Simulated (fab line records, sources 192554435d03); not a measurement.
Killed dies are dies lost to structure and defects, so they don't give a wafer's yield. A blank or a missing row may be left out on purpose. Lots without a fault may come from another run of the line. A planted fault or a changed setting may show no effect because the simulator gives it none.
fab line records | flow n5_finfet
record lots=6 wafers=16 last_day=19
route steps=1938 shown DUMMY_GATE@256 SPACER0@258 SD_EPI_N@262 BEOL_M4@1111
lots that met no fault: from a run of the same line without faults
start_h: hours from the record's first day to the start of the lot's first wafer shown | wait_h: hours since the lot's step before | " the same as in the row above | L1.1+2: a row that stands for several wafers | - no value, or no start given | * or withheld: withheld | < > ~ a bound
route shown NAME@n: a module of which the file shows steps, and the number in the route of the first | usual: mean/standard deviation of fault-free wafers | same: alike in all rows | chamber/n: place in a boat | sites: the reading at each site | _std_site: their standard deviation | _edge_site: outer sites' mean less inner sites' | radius_mm: how far each site lies from the wafer's centre | mask NAME#n: copy n | behind: the tool/chamber that last shaped the wafer | hold: why the lot was held/for how many hours/how that ended | device: the transistor (n, p or np) that didn't switch | end of line: the same wafers' tests at the end of the route | a step without rows: its recipe alone | killed: dies lost to structure and defects at the first sort, not the wafer's yield | map: a wafer's dies, x killed, . not, _ none there
set.NAME: the setting as run; set.NAME@STEP: as run at that earlier step | model.NAME: the simulator's own value behind a step, which no gauge read
lots at some steps of the route; a table a step, a row a wafer
services: from which hour (start_h, from the record's first day; less than 0 if before it) a tool's chamber was out of use, for how many hours, and why
## steps
# step N5_DUMMY_GATE_UV_OZONE_45
# recipe time_s=120 pressure_torr=760 temp_c=25
# step N5_DUMMY_GATE_INSPECT_27
# recipe inspect_instrument=brightfield mode=aei
# usual raw_defect_count=342/82
# columns lot.wafer tool chamber start_h wait_h raw_defect_count
L275.2 defect_inspect-02 - 68.19 0.0 351
L275.3 " - " " 324
L275.4 " - " " 337
L276.2 defect_inspect-01 - 74.72 0.0 338
L276.4 " - " " 301
L276.6 " - " " 316
L286.1 defect_inspect-02 - 126.47 0.0 316
L286.2 " - " " 296
L291.2 defect_inspect-01 - 160.44 0.0 507
L291.6 " - " " 332
L293.3 defect_inspect-02 - 168.18 0.0 339
L293.4 " - " " 344
L293.6 " - " " 414
L295.1 defect_inspect-02 - 182.85 0.0 344
L295.2 " - " " 292
L295.4 " - " " 509
# step N5_SPACER0_ALD_07
# recipe material=SiNx target_thk_a=20 temp_c=400 ald_precursor_family=SiH2I2 ald_co_reactant=N2/H2-plasma pressure_torr=2
# step N5_SPACER0_ALD_00
# recipe material=SiOCN target_thk_a=35 temp_c=400 ald_precursor_family=alkyl-aminosilane ald_co_reactant=O2/N2-plasma pulse_time_s=3 purge_time_s=2 co_reactant_purge_time_s=2 ald_cycles=58 pressure_torr=2
# step N5_SPACER0_ALD_08
# recipe material=SiNx target_thk_a=20 temp_c=400 ald_precursor_family=SiH2I2 ald_co_reactant=N2/H2-plasma pressure_torr=2
# usual heater_power_w=813/51
# columns lot.wafer tool chamber start_h wait_h heater_power_w
L275.2 ald_sin-02 1 68.64 0.1 783
L275.3 " 3 " " 841
L275.4 " 0 " " 848
L276.2 ald_sin-03 1 75.17 0.1 858
L276.4 " 0 " " 789
L276.6 " 1 " " 846
L286.1 ald_sin-02 3 126.92 0.1 853
L286.2 " 0 " " 810
L291.2 ald_sin-02 2 162.08 0.1 922
L291.6 " 2 " " 919
L293.3 ald_sin-02 3 168.66 0.1 852
L293.4 " 2 " " 942
L293.6 " 2 " " 918
L295.1 ald_sin-03 0 183.29 0.1 807
L295.2 " 2 " " 813
L295.4 " 1 " " 829
# step N5_SPACER0_INSPECT_04
# recipe inspect_instrument=darkfield mode=post_dep
# usual raw_defect_count=156/37
# columns lot.wafer tool chamber start_h wait_h raw_defect_count
L275.2 defect_inspect-01 - 68.81 0.1 162
L275.3 " - " " 118
L275.4 " - " " 181
L276.2 defect_inspect-01 - 75.33 0.1 217
L276.4 " - " " 150
L276.6 " - " " 182
L286.1 defect_inspect-02 - 127.07 0.1 156
L286.2 " - " " 176
L291.2 defect_inspect-01 - 162.24 0.1 226
L291.6 " - " " 158
L293.3 defect_inspect-01 - 168.82 0.1 120
L293.4 " - " " 133
L293.6 " - " " 178
L295.1 defect_inspect-02 - 183.45 0.1 151
L295.2 " - " " 118
L295.4 " - " " 209
# step N5_SD_EPI_N_COAT_32
# recipe resist=SOC temp_c=250 time_s=60 spin_rpm=1500 resist_thk_nm=350
# step N5_SD_EPI_N_COAT_33
# recipe resist=SiARC temp_c=220 time_s=60 spin_rpm=1500 resist_thk_nm=35
# step N5_SD_EPI_N_COAT_03
# recipe resist=CAR-ArF-block spin_rpm=1500 resist_thk_nm=150
# step N5_SD_EPI_N_EBR_05
# recipe solvent=PGMEA ebr_width_mm=1.5
# step N5_SD_EPI_N_SOFTBAKE_04
# recipe temp_c=110 time_s=60 resist=CAR-ArF-block
# step N5_SD_EPI_N_EXPOSE_06
# recipe mask_id=SD_N_BLK na=1.35 source_shape=conventional sigma_outer=0.8 polarization=unpolarized target_cd_nm=120 dose_mj=39.75
# step N5_SD_EPI_N_PEB_07
# recipe peb_temp_c=110 peb_time_s=60 resist=CAR-ArF-block
# usual chill_plate_temp_C=22.98/0.098 heater_power_total_W=175.4/1.6
# columns lot.wafer tool chamber start_h wait_h chill_plate_temp_C heater_power_total_W
L275.2 litho_track-03 0 69.14 0.0 23.06 177.4
L275.3 " 0 " " 23.03 176.1
L275.4 " 0 " " 23.23 175.9
L276.2 litho_track-04 0 75.53 0.0 22.87 176.1
L276.4 " 0 " " 22.95 176.9
L276.6 " 0 " " 22.99 177.3
L286.1 litho_track-03 0 127.41 0.1 23.11 208.2
L286.2 " 0 " " 23.03 205.6
L291.2 litho_track-03 0 162.57 0.0 22.84 204.3
L291.6 " 0 " " 22.93 177.4
L293.3 litho_track-04 0 169.16 0.0 23.03 173.6
L293.4 " 0 " " 22.82 175.5
L293.6 " 0 " " 22.82 174.1
L295.1 litho_track-04 0 183.78 0.1 23.04 174.5
L295.2 " 0 " " 22.88 177.5
L295.4 " 0 " " 22.89 173.0
# step N5_SD_EPI_N_DEVELOP_08
# recipe develop_time_s=30 developer=TMAH resist=CAR-ArF-block dev_temp_c=23 rinse_liquid=diw dry=air_spin
# step N5_SD_EPI_N_CD_MEAS_09
# recipe target_cd_nm=120 landing_energy_ev=500 detector=se_inlens
# usual cd_nm=120.0/0.74
# columns lot.wafer tool chamber start_h wait_h cd_nm
L275.2 cd_sem-03 0 69.21 - 120.3
L275.3 " 0 " " 119.5
L275.4 " 0 " " 120.7
L276.2 cd_sem-03 0 75.60 - 119.7
L276.4 " 0 " " 120.3
L276.6 " 0 " " 119.0
L286.1 cd_sem-03 0 127.47 - 109.0
L286.2 " 0 " " 109.7
L291.2 cd_sem-01 0 162.64 - 109.6
L291.6 " 0 " " 119.8
L293.3 cd_sem-03 0 169.22 - 119.6
L293.4 " 0 " " 119.3
L293.6 " 0 " " 118.6
L295.1 cd_sem-02 0 183.85 - 118.9
L295.2 " 0 " " 119.0
L295.4 " 0 " " 121.0
# step N5_SD_EPI_N_OVL_MEAS_10
# recipe points_per_wafer=44
# usual SD_N_BLK_OVL=0.2/0.76
# columns lot.wafer tool chamber start_h wait_h SD_N_BLK_OVL[nm]
L275.2 overlay-02 0 69.24 0.0 -0.4
L275.3 " 0 " " 0.4
L275.4 " 0 " " 1.1
L276.2 overlay-02 0 75.63 0.0 0.1
L276.4 " 0 " " -0.5
L276.6 " 0 " " -0.7
L286.1 overlay-01 0 127.50 0.0 1.5
L286.2 " 0 " " -0.2
L291.2 overlay-02 0 162.67 0.0 1.1
L291.6 " 0 " " 0.2
L293.3 overlay-02 0 169.25 0.0 0.6
L293.4 " 0 " " 0.1
L293.6 " 0 " " 0.6
L295.1 overlay-02 0 183.88 0.0 -1.4
L295.2 " 0 " " -1.0
L295.4 " 0 " " -0.6
# step N5_SD_EPI_N_INSPECT_11
# recipe mode=adi inspect_instrument=macro
# usual raw_defect_count=1.9/1.4
# columns lot.wafer tool chamber start_h wait_h raw_defect_count
L275.2 defect_inspect-02 - 69.26 0.0 5
L275.3 " - " " 3
L275.4 " - " " 0
L276.2 defect_inspect-01 - 75.65 0.0 2
L276.4 " - " " 2
L276.6 " - " " 2
L286.1 defect_inspect-02 - 127.53 0.0 4
L286.2 " - " " 4
L291.2 defect_inspect-02 - 162.69 0.0 2
L291.6 " - " " 0
L293.3 defect_inspect-01 - 169.28 0.0 2
L293.4 " - " " 1
L293.6 " - " " 0
L295.1 defect_inspect-01 - 183.90 0.0 0
L295.2 " - " " 2
L295.4 " - " " 0
# step N5_SD_EPI_N_DESCUM_14
# recipe chemistry=O2 time_s=7.9 source_power_w=50 bias_power_w=20 pressure_mtorr=20 rf_frequency_hz=2.712e+07 temp_c=40 resist=CAR-ArF-block o2_flow_sccm=225
# usual drypump_motor_current_A=5.6/0.44 o2_flow_sccm=225.0/0.67 oes_product_au=0.79/0.096 rf_vpp_V=243.4/1.3 showerhead_plenum_p_Torr=2.11/0.072 temp_c=40.01/0.12 throttle_valve_pct=20.47/0.22
# columns lot.wafer tool chamber start_h wait_h drypump_motor_current_A o2_flow_sccm oes_product_au rf_hours_counter_h rf_vpp_V showerhead_plenum_p_Torr temp_c throttle_valve_pct model.SD_EPI_N.cd_nm
L275.2 rie_diel-03 1 69.60 0.3 5.8 225.4 0.72 183 242.6 2.07 39.85 20.11 120.2
L275.3 " 2 " " 5.2 224.1 0.76 146 241.5 2.01 39.86 20.71 119.4
L275.4 " 3 " " 4.8 224.1 0.70 233 241.2 1.96 40.04 20.43 120.4
L276.2 rie_diel-04 0 75.69 0.0 5.8 224.4 0.71 176 245.4 2.18 39.97 20.35 119.8
L276.4 " 1 " " 5.7 225.6 0.78 - 243.5 2.07 40.05 20.32 120.6
L276.6 " 3 " " 6.0 225.5 0.71 - 244.3 2.15 40.14 20.73 119.2
L286.1 rie_diel-04 0 127.56 0.0 5.8 224.3 0.70 193 245.4 2.17 39.93 20.37 109.4
L286.2 " 2 " " 6.2 224.9 0.69 251 240.7 1.98 39.94 20.58 110
L291.2 rie_diel-02 2 162.73 0.0 5.2 226.1 0.77 115 244.1 2.22 40.11 20.43 109.8
L291.6 " 0 " " 6.3 225.2 0.82 - 242.7 2.13 39.95 20.83 119.8
L293.3 rie_diel-02 3 169.32 0.0 5.7 225.7 0.97 4 243.7 2.08 40.02 20.32 119.4
L293.4 " 0 " " 6.3 224.2 0.82 76 244.0 2.13 39.99 20.80 119.8
L293.6 " 3 " " 5.7 225.4 0.96 - 243.6 2.08 39.89 20.31 118.4
L295.1 rie_diel-04 1 183.94 0.0 5.7 225.1 0.76 180 242.0 2.06 39.90 20.37 119
L295.2 " 3 " " 6.0 224.8 0.93 20 245.1 2.14 39.86 20.46 119
L295.4 " 0 " " 5.8 225.1 0.69 214 243.5 2.17 39.85 20.39 121
# step N5_SD_EPI_N_ETCH_34
# recipe chemistry=CF4 target=SiARC target_depth_a=455 mask_material=CAR-ArF-block time_s=75.8 ion_energy_ev=80 pressure_mtorr=40 source_w=545 bias_w=36 Ar_flow_sccm=100 cf4_flow_sccm=100 ends=cleared
# usual drypump_motor_current_A=5.6/0.44 etch_rf_on_time_s=76/3 oes_product_au=0.67/0.085 rf_vpp_V=184.3/1.2 showerhead_plenum_p_Torr=2.15/0.06 throttle_valve_pct=15.63/0.22
# columns lot.wafer tool chamber start_h wait_h drypump_motor_current_A etch_rf_on_time_s oes_product_au rf_hours_counter_h rf_vpp_V showerhead_plenum_p_Torr throttle_valve_pct
L275.2 rie_diel-03 1 69.63 0.0 5.8 85 0.58 183 184.1 2.12 15.41
L275.3 " 2 " " 5.2 73 0.65 146 184.1 2.07 15.83
L275.4 " 3 " " 4.8 78 0.59 233 184.0 2.03 15.79
L276.2 rie_diel-04 0 75.72 0.0 5.8 77 0.61 176 185.0 2.21 15.53
L276.4 " 1 " " 5.7 74 0.67 - 183.2 2.14 15.66
L276.6 " 3 " " 6.0 79 0.59 - 184.1 2.18 15.91
L286.1 rie_diel-04 0 127.60 0.0 5.8 76 0.61 193 185.7 2.21 15.55
L286.2 " 2 " " 6.2 79 0.57 251 183.5 2.02 15.80
L291.2 rie_diel-02 2 162.76 0.0 5.2 75 0.66 115 186.3 2.22 15.33
L291.6 " 0 " " 6.3 73 0.73 - 183.0 2.17 15.83
L293.3 rie_diel-02 3 169.36 0.0 5.7 75 0.83 4 182.8 2.11 15.28
L293.4 " 0 " " 6.4 73 0.72 76 183.3 2.17 15.84
L293.6 " 3 " " 5.7 73 0.83 - 184.1 2.11 15.26
L295.1 rie_diel-04 1 183.97 0.0 5.7 73 0.65 180 183.3 2.13 15.75
L295.2 " 3 " " 6.0 78 0.77 20 184.8 2.17 15.46
L295.4 " 0 " " 5.8 75 0.60 214 185.6 2.20 15.61
# step N5_SD_EPI_N_ETCH_35
# recipe chemistry=N2/H2 target=SOC overetch_a=1080 mask_material=SiARC temp_c=40 ion_energy_ev=100 source_w=3000 bias_w=133 pressure_mtorr=20 time_s=486 n2_flow_sccm=200 h2_flow_sccm=200
# usual drypump_motor_current_A=5.6/0.44 oes_product_au=0.70/0.081 rf_vpp_V=240.8/1.4 showerhead_plenum_p_Torr=2.56/0.086 temp_c=40.00/0.1 throttle_valve_pct=23.72/0.29
# columns lot.wafer tool chamber start_h wait_h drypump_motor_current_A oes_product_au rf_hours_counter_h rf_vpp_V showerhead_plenum_p_Torr temp_c throttle_valve_pct
L275.2 rie_diel-03 1 69.69 0.0 5.8 0.65 183 241.2 2.52 40.10 23.48
L275.3 " 2 " " 5.2 0.67 146 240.2 2.42 39.99 23.74
L275.4 " 3 " " 4.8 0.63 233 237.8 2.40 40.00 23.86
L276.2 rie_diel-04 0 75.78 0.0 5.8 0.65 176 242.4 2.66 39.83 23.94
L276.4 " 1 " " 5.7 0.70 - 240.3 2.56 40.01 23.90
L276.6 " 3 " " 6.0 0.63 - 241.4 2.63 39.88 24.01
L286.1 rie_diel-04 0 127.65 0.0 5.8 0.64 193 241.3 2.65 40.14 23.95
L286.2 " 2 " " 6.2 0.61 251 239.3 2.39 39.97 23.77
L291.2 rie_diel-02 2 162.82 0.0 5.2 0.69 115 241.6 2.64 39.82 23.59
L291.6 " 0 " " 6.4 0.73 - 242.0 2.54 40.04 23.58
L293.3 rie_diel-02 3 169.41 0.0 5.7 0.86 4 238.7 2.46 40.06 23.10
L293.4 " 0 " " 6.3 0.74 76 239.6 2.54 40.03 23.57
L293.6 " 3 " " 5.7 0.86 - 238.1 2.46 40.03 23.10
L295.1 rie_diel-04 1 184.03 0.0 5.7 0.66 181 239.4 2.54 39.99 23.94
L295.2 " 3 " " 6.0 0.82 20 240.2 2.61 40.03 23.81
L295.4 " 0 " " 5.8 0.63 214 242.1 2.64 39.91 23.99
# step N5_SD_EPI_N_STRIP_36
# recipe chemistry=N2/H2 temp_c=40 n2_flow_sccm=200 h2_flow_sccm=200 rf_frequency_hz=6e+07
# step N5_SD_EPI_N_ETCHBACK_44
# recipe chemistry=CH3F/O2 mode=anisotropic_etchback target=SiNx target_depth_a=145 stop_on=SiO2 over_etch_frac=0.3 ion_energy_ev=120 pressure_mtorr=30 source_w=395 bias_w=73 Ar_flow_sccm=150 CH3F_flow_sccm=30 O2_flow_sccm=20
# step N5_SD_EPI_N_ETCH_45
# recipe chemistry=CH3F/O2 target=SiOCN target_depth_a=60 mask_material=SOC ion_energy_ev=60 bias_w=29 pressure_mtorr=15 source_w=410 Ar_flow_sccm=150 CH3F_flow_sccm=30 O2_flow_sccm=20
# usual drypump_motor_current_A=5.6/0.43 oes_product_au=0.78/0.098 rf_vpp_V=127.5/1.1 showerhead_plenum_p_Torr=2.01/0.06 throttle_valve_pct=23.33/0.23
# columns lot.wafer tool chamber start_h wait_h drypump_motor_current_A oes_product_au rf_hours_counter_h rf_vpp_V showerhead_plenum_p_Torr throttle_valve_pct
L275.2 rie_diel-03 1 70.12 0.1 5.8 0.69 183 128.4 1.98 23.00
L275.3 " 2 " " 5.2 0.76 146 128.2 1.92 23.65
L275.4 " 3 " " 4.9 0.69 233 126.1 1.89 23.41
L276.2 rie_diel-04 0 76.20 0.1 5.8 0.71 176 127.6 2.06 23.09
L276.4 " 1 " " 5.7 0.79 - 129.2 2.01 23.49
L276.6 " 3 " " 6.0 0.69 - 128.3 2.03 23.46
L286.1 rie_diel-04 0 128.08 0.1 5.8 0.70 193 127.6 2.06 23.10
L286.2 " 2 " " 6.2 0.68 251 125.8 1.88 23.46
L291.2 rie_diel-02 2 163.24 0.1 5.2 0.78 115 128.2 2.08 23.11
L291.6 " 0 " " 6.3 0.83 - 127.3 2.02 23.63
L293.3 rie_diel-02 3 169.84 0.1 5.7 0.96 4 126.1 1.96 23.08
L293.4 " 0 " " 6.3 0.84 76 125.9 2.02 23.62
L293.6 " 3 " " 5.7 0.97 - 127.0 1.96 23.07
L295.1 rie_diel-04 1 184.45 0.1 5.7 0.76 181 129.4 2.00 23.55
L295.2 " 3 " " 6.0 0.92 20 128.5 2.02 23.22
L295.4 " 0 " " 5.8 0.69 214 128.2 2.05 23.14
# step N5_SD_EPI_N_ETCH_16
# recipe chemistry=CHF3/O2 target=SiO2 target_depth_a=50 mask_material=SOC pressure_mtorr=30 source_w=650 bias_w=170 Ar_flow_sccm=200 CHF3_flow_sccm=50 O2_flow_sccm=5 ion_energy_ev=200
# step N5_SD_EPI_N_STRIP_47
# recipe chemistry=CHF3/O2 resist=SiARC rf_frequency_hz=6e+07
# step N5_SD_EPI_N_SD_RECESS_17
# recipe chemistry=HBr/Cl2/O2 target_depth_a=410 mask_material=SOC time_s=23.7 bt_time_s=3 pressure_mtorr=10 icp_w=800 bias_w=112 HBr_flow_sccm=150 Cl2_flow_sccm=80 O2_flow_sccm=12
# usual drypump_motor_current_A=5.7/0.53 oes_product_au=1.004/0.013 throttle_valve_pct=37.2/0.58
# columns lot.wafer tool chamber start_h wait_h drypump_motor_current_A oes_product_au rf_hours_counter_h throttle_valve_pct model.SD_EPI_N.cd_nm
L275.2 rie_si-03 1 70.29 0.0 5.6 0.988 35 36.6 119.4
L275.3 " 3 " " 6.3 0.989 14 37.8 120.4
L275.4 " 2 " " 5.7 0.995 171 37.5 121.2
L276.2 rie_si-03 1 76.37 0.0 5.5 0.992 35 36.6 121.4
L276.4 " 0 " " 5.5 1.021 0 36.5 120.4
L276.6 " 2 " " 5.7 0.996 - 37.5 116.8
L286.1 rie_si-01 3 128.25 0.0 5.6 0.996 84 37.8 111.6
L286.2 " 2 " " 6.4 1.010 34 36.1 107.2
L291.2 rie_si-01 3 163.41 0.0 5.6 0.988 85 37.9 108.6
L291.6 " 3 " " 5.6 0.992 - 37.9 120.8
L293.3 rie_si-04 1 170.01 0.0 5.5 1.019 120 36.8 122.4
L293.4 " 0 " " 5.1 1.017 126 37.4 121.2
L293.6 " 0 " " 5.1 1.017 - 37.4 121
L295.1 rie_si-03 1 184.63 0.0 5.6 0.996 37 36.6 120.4
L295.2 " 2 " " 5.7 1.004 173 37.5 118.6
L295.4 " 0 " " 5.5 1.020 3 36.5 123.4
# step N5_SD_EPI_N_STRIP_38
# recipe chemistry=N2/H2 power_w=1000 temp_c=250 h2_frac=0.65 overash_fraction=0.3 pressure_mtorr=withheld n2_flow_sccm=1750 h2_flow_sccm=3250
# usual drypump_motor_current_A=5.8/0.34 heater_power_w=327/24 oes_product_au=0.762/0.01 temp_c=250.01/0.2
# columns lot.wafer tool chamber start_h wait_h drypump_motor_current_A heater_power_w oes_product_au rf_hours_counter_h temp_c
L275.2 plasma_asher-02 0 70.38 0.1 6.0 358 0.750 38 250.35
L275.3 " 1 " " 5.5 302 0.759 - 250.07
L275.4 " 0 " " 6.0 352 0.765 - 250.08
L276.2 plasma_asher-02 0 76.47 0.1 6.1 362 0.771 39 249.68
L276.4 " 0 " " 6.1 356 0.752 - 249.97
L276.6 " 1 " " 5.5 303 0.755 - 249.79
L286.1 plasma_asher-02 0 128.34 0.1 6.1 363 0.768 50 249.78
L286.2 " 1 " " 5.5 307 0.754 50 250.13
L291.2 plasma_asher-02 1 163.51 0.1 5.5 294 0.762 57 249.66
L291.6 " 0 " " 6.0 365 0.758 - 250.27
L293.3 plasma_asher-02 1 170.12 0.1 5.5 307 0.761 - 249.92
L293.4 " 0 " " 6.0 355 0.769 - 249.97
L293.6 " 1 " " 5.6 306 0.762 - 249.94
L295.1 plasma_asher-02 0 184.72 0.1 6.0 364 0.747 62 250.01
L295.2 " 1 " " 5.5 294 0.746 62 250.10
L295.4 " 1 " " 5.5 300 0.758 - 249.75
# step N5_BEOL_M4_RC_MEAS_101
# usual DIBL_N=36.4/2.2 DIBL_P=36.3/2.5 IOFF_N=0.17/0.052 IOFF_P=0.23/0.049 ION_N=674/17 ION_P=464/11 SS_N=71.7/0.98 SS_P=73.3/0.84 VT_N=250/4 VT_P=-249/3.8
# columns lot.wafer tool chamber start_h wait_h DIBL_N[mV/V] DIBL_P[mV/V] IOFF_N[nA/um] IOFF_P[nA/um] ION_N[uA/um] ION_P[uA/um] SS_N[mV/dec] SS_P[mV/dec] VT_N[mV] VT_P[mV]
L276.2 prober-02 0 228.28 0.2 36.7 37.0 0.18 0.25 676 473 71.9 73.9 248 -246
L276.4 " 0 " " 36.5 36.3 0.17 0.25 676 469 71.4 73.7 248 -244
L276.6 " 0 " " 38.9 39.8 0.24 0.32 701 481 71.8 74.9 244 -243
L275.2 prober-02 0 239.26 0.2 34.5 34.2 0.13 0.23 663 465 70.9 72.4 255 -247
L275.3 " 0 " " 34.0 33.9 0.13 0.22 672 474 71.0 72.7 252 -245
L275.4 " 0 " " 36.7 36.8 0.16 0.26 677 474 72.3 73.2 250 -245
L286.1 prober-02 0 284.41 0.0 37.6 37.1 0.18 0.23 681 466 70.9 73.2 247 -250
L286.2 " 0 " " 37.7 36.5 0.17 0.21 684 467 71.8 73.5 249 -250
L291.2 prober-02 0 323.74 0.2 36.3 36.6 0.14 0.20 664 456 71.7 73.1 252 -254
L291.6 " 0 " " 35.0 35.0 0.13 0.18 673 460 70.7 72.7 250 -255
L293.3 prober-01 0 326.68 0.3 34.3 34.1 0.14 0.18 657 455 71.7 72.6 250 -248
L293.4 " 0 " " 36.2 37.5 0.18 0.24 682 471 70.9 72.9 243 -247
L293.6 " 0 " " 36.1 37.1 0.17 0.22 681 469 71.4 73.1 248 -248
L295.1 prober-01 0 348.53 0.0 31.1 30.3 0.11 0.15 671 467 70.5 72.2 252 -253
L295.2 " 0 " " 36.1 35.9 0.17 0.23 684 469 71.5 73.6 250 -248
L295.4 " 0 " " 36.1 34.6 0.16 0.20 636 449 72.6 73.1 255 -251
## services
# columns tool chamber start_h hours kind
rie_diel-03 3 45.61 4.3 repair
rie_diel-02 1 52.92 1.5 repair
rie_diel-04 0 57.66 4.1 repair
rie_si-03 3 65.05 3.2 repair
ald_sin-03 2 71.74 6.7 repair
rie_diel-02 0 73.23 5.6 repair
ald_sin-03 3 77.20 4.8 repair
rie_si-03 - 77.39 0.4 repair
rie_diel-02 0 82.78 5.5 repair
rie_diel-04 0 98.94 4.2 repair
rie_diel-04 3 118.34 - clean
ald_sin-03 1 118.42 19.7 repair
rie_si-01 0 122.45 26.4 repair
ald_sin-03 - 125.02 0.2 repair
rie_si-04 - 125.19 14.6 pm
rie_si-03 3 140.43 4.8 repair
ald_sin-03 - 144.13 2.8 pm
rie_si-04 3 146.87 2.2 repair
rie_diel-04 0 148.13 4.3 repair
ald_sin-03 - 159.04 6.0 pm
rie_si-01 - 164.63 0.2 repair
rie_si-03 0 170.94 1.6 repair
rie_si-04 2 176.00 6.6 repair
ald_sin-02 - 177.14 14.0 pm
## key
first_sign step=N5_SD_EPI_N_PEB_07 reading=heater_power_total_W direction=up sigmas=19 usual=* struck=*
effect step=N5_SD_EPI_N_CD_MEAS_09 reading=cd_nm direction=down sigmas=14 usual=120.0 struck=109.4
model_effect step=N5_SD_EPI_N_DESCUM_14 value=SD_EPI_N.cd_nm without=119.8 struck=109.7
model_effect step=N5_SD_EPI_N_SD_RECESS_17 value=SD_EPI_N.cd_nm without=119.3 struck=109.1
met_at N5_SD_EPI_N_PEB_07
struck_wafers L286.1,L286.2,L291.2
sort_left_out L286.1,L286.2,L291.2
onset_between 69.14 127.41
fault kind=process_parameter_drift tool=litho_track-03 chamber=- onset_h=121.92 steps=N5_SD_EPI_N_PEB_07 channel=peb_time_s offset=* shape=step end_h=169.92 scope=struck_wafers_only acts_in=* stated=*
# sort_left_out: the simulated sort isn't trusted on such a fault, so these wafers' sort isn't shown, and their yield isn't known
